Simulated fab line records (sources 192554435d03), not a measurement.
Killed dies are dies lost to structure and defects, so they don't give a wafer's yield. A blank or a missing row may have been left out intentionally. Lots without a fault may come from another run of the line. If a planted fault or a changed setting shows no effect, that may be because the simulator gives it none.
2 desks, one fault / flow n5-finfet / each desk has only its own numbers; what lay behind them comes last

## METROLOGY DESK
What the gauges read, lot by lot, whatever tool the lot ran on: means of the sampled wafers that have a number. A lot is out of limits, marked OUT, if its mean lies more than 4 standard deviations from the usual mean; the brackets give that distance. Shown here are 7 of its 10 readings, the ones lying furthest out on some lot.
Columns: A = DIBL_N at N5_BEOL_M4_RC_MEAS_101, usual 35.8 mV/V; B = DIBL_P at N5_BEOL_M4_RC_MEAS_101, usual 35.3 mV/V; C = IOFF_P at N5_BEOL_M4_RC_MEAS_101, usual 0.194 nA/um; D = ION_P at N5_BEOL_M4_RC_MEAS_101, usual 456 uA/um; E = SS_N at N5_BEOL_M4_RC_MEAS_101, usual 71.4 mV/dec; F = VT_N at N5_BEOL_M4_RC_MEAS_101, usual 251 mV; G = VT_P at N5_BEOL_M4_RC_MEAS_101, usual -252 mV
lot=L663; first seen here=day 10 23:08; A=35.6; B=38.1; C=0.194; D=457; E=71.8; F=250; G=-253
lot=L661; first seen here=day 11 02:30; A=37.1; B=36.1; C=0.205; D=444; E=72.6; F=251; G=-252
lot=L668; first seen here=day 12 09:15; A=36.4; B=35.5; C=0.223; D=464; E=71.5; F=250; G=-246
lot=L672; first seen here=day 13 19:43; A=35.8; B=34.2; C=0.188; D=454; E=72.0; F=251; G=-253
lot=L675; first seen here=day 14 01:52; A=36.1; B=36.6; C=0.214; D=460; E=71.4; F=248; G=-249
lot=L674; first seen here=day 14 05:40; A=37.7; B=34.9; C=0.205; D=462; E=72.1; F=248; G=-251
lot=L679; first seen here=day 14 23:49; A=36.2; B=34.5; C=0.226; D=465; E=71.5; F=246; G=-247
lot=L681; first seen here=day 15 08:19; A=35.1; B=36.1; C=0.190; D=461; E=71.4; F=253; G=-252
lot=L683; first seen here=day 15 13:35; A=35.5; B=35.5; C=0.164; D=451; E=71.6; F=250; G=-256
Finding of this desk: none of the 9 lots has anything out of limits.

## DESK OF THE TOOL OWNER: pecvd-04
The tool's own readings at N5_BEOL_M4_PECVD_72 (deposits SiO2 from TEOS/O2, target thk 16 nm, time 18 s): means of the sampled wafers that have a number, for each lot that ran on this tool. A lot is out of limits, marked OUT, if its mean lies more than 4 standard deviations from the usual mean; the brackets give that distance.
Columns: A = heater-power-outer-w at N5_BEOL_M4_PECVD_72, usual 427 W; B = heater-power-w at N5_BEOL_M4_PECVD_72, usual 707 W; C = showerhead-plenum-p-Torr at N5_BEOL_M4_PECVD_72, usual 8.83 Torr; D = susceptor-temp-C at N5_BEOL_M4_PECVD_72, usual 400.01 C; E = throttle-valve-pct at N5_BEOL_M4_PECVD_72, usual 22.1 %
lot=L663; first seen here=day 9 11:14; A=570; B=857; C=8.80; D=400.21; E=21.6
lot=L661; first seen here=day 9 13:57; A=301; B=533; C=8.74; D=366.29 (-99 or more) OUT; E=22.0
lot=L668; first seen here=day 10 23:59; A=437; B=693; C=8.80; D=366.18 (-99 or more) OUT; E=21.6
lot=L681; first seen here=day 13 23:58; A=396; B=657; C=8.78; D=399.89; E=22.6
lot=L683; first seen here=day 14 10:19; A=503; B=766; C=8.79; D=399.89; E=22.2
This desk finds L661, L668 out of limits, L661 being first, at day 9 13:57 (susceptor-temp-C at N5_BEOL_M4_PECVD_72). L663, L681, L683 stayed within limits.

## ALL TOGETHER
An alarm could have come from the tool owner's desk at day 9 13:57, on L661, L668.
Metrology desk: nothing out of limits seen.
The metrology desk has L661, L668 on record, within its limits.
The lots listed all ran N5_BEOL_M4_PECVD_72 on pecvd-04.

## WHAT THE SIMULATOR HAD PUT IN
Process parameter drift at N5_BEOL_M4_PECVD_72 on pecvd-04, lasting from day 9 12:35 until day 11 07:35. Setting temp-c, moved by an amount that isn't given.
Lots struck among those shown: L661, L668.
Each desk's first reading out of limits, in hours after the fault started: the tool owner's desk, 1.
